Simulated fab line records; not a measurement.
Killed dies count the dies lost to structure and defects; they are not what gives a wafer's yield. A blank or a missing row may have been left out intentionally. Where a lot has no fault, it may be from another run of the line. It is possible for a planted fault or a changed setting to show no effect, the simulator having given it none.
Matching of chambers + flow nand_harc + pecvd-03 running NHARC_A_M1_DEP_33: 3 sister chambers
The step deposits SiCN, target thk 30 nm. 22 wafers are shown with their chamber, then 11 later ones without.

== EACH WAFER AND ITS CHAMBER ==
| wafer  | chamber | heater_power_w (W) | susceptor_temp_C (C) |
|--------|---------|--------------------|----------------------|
| L075.3 | 2       | 516                | 370.02               |
| L075.4 | 1       | 502                | 370.10               |
| L075.5 | 1       | 496                | 369.85               |
| L074.1 | 1       | 446                | 369.84               |
| L074.4 | 1       | 460                | 370.14               |
| L074.6 | 2       | 461                | 370.11               |
| L076.3 | 2       | 536                | 370.07               |
| L076.5 | 1       | 433                | 369.89               |
| L076.6 | 2       | 534                | 370.18               |
| L080.1 | 0       | 504                | 370.13               |
| L080.5 | 2       | 429                | 370.05               |
| L080.6 | 1       | 494                | 370.31               |
| L083.1 | 0       | 524                | 369.96               |
| L083.4 | 0       | 527                | 370.04               |
| L083.5 | 1       | 463                | 369.95               |
| L088.2 | 1       | 462                | 370.25               |
| L088.3 | 2       | 474                | 370.04               |
| L088.6 | 0       | 579                | 369.89               |
| L089.2 | 0       | 500                | 369.62               |
| L089.3 | 2       | 432                | 369.87               |
| L089.6 | 0       | 496                | 369.99               |
| L090.1 | 0       | 558                | 369.73               |

SIGNATURES (averages over the wafers above)
| reading          | chamber 0 | chamber 1 | chamber 2 | scatter within a chamber |
|------------------|-----------|-----------|-----------|--------------------------|
| heater_power_w   | 526.86    | 469.50    | 483.14    | 34.7                     |
| susceptor_temp_C | 369.9086  | 370.0412  | 370.0486  | 0.159                    |
Rule: a wafer's distance from a chamber is the root of the sum, over the readings, of the square of ((its reading less the chamber's mean) divided by the reading's scatter). The wafer belongs to the nearest chamber; if the next one is less than 2 further off, it can't be placed. The scatter: take each reading less its chamber's mean, square it, sum over the shown wafers, divide by the number of wafers less the number of chambers, and take the root.

== WAFERS WHOSE CHAMBER IS MISSING ==
| wafer  | heater_power_w (W) | susceptor_temp_C (C) |
|--------|--------------------|----------------------|
| L090.3 | 438                | 369.93               |
| L090.5 | 490                | 369.88               |
| L093.1 | 504                | 369.82               |
| L093.4 | 500                | 369.97               |
| L093.5 | 459                | 370.05               |
| L096.3 | 497                | 369.94               |
| L096.4 | 424                | 369.69               |
| L096.5 | 531                | 369.88               |
| L097.1 | 400                | 369.58               |
| L097.4 | 420                | 369.71               |
| L097.5 | 501                | 369.96               |

== CHAMBER TAKEN BY EACH ==
| wafer  | from the rows above          | in truth |
|--------|------------------------------|----------|
| L090.3 | can't be placed: 1 or 2 or 0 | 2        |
| L090.5 | can't be placed: 2 or 0 or 1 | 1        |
| L093.1 | can't be placed: 0 or 2 or 1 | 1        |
| L093.4 | can't be placed: 2 or 0 or 1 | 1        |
| L093.5 | can't be placed: 1 or 2 or 0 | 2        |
| L096.3 | can't be placed: 2 or 0 or 1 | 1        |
| L096.4 | can't be placed: 1 or 2 or 0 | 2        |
| L096.5 | can't be placed: 0 or 2 or 1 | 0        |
| L097.1 | can't be placed: 1 or 2 or 0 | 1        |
| L097.4 | can't be placed: 1 or 2 or 0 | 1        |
| L097.5 | can't be placed: 2 or 0 or 1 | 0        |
0 of 11 placed correctly. These rows do not allow placing 11 (true chamber among the candidates in 11). Wrongly placed: 0.
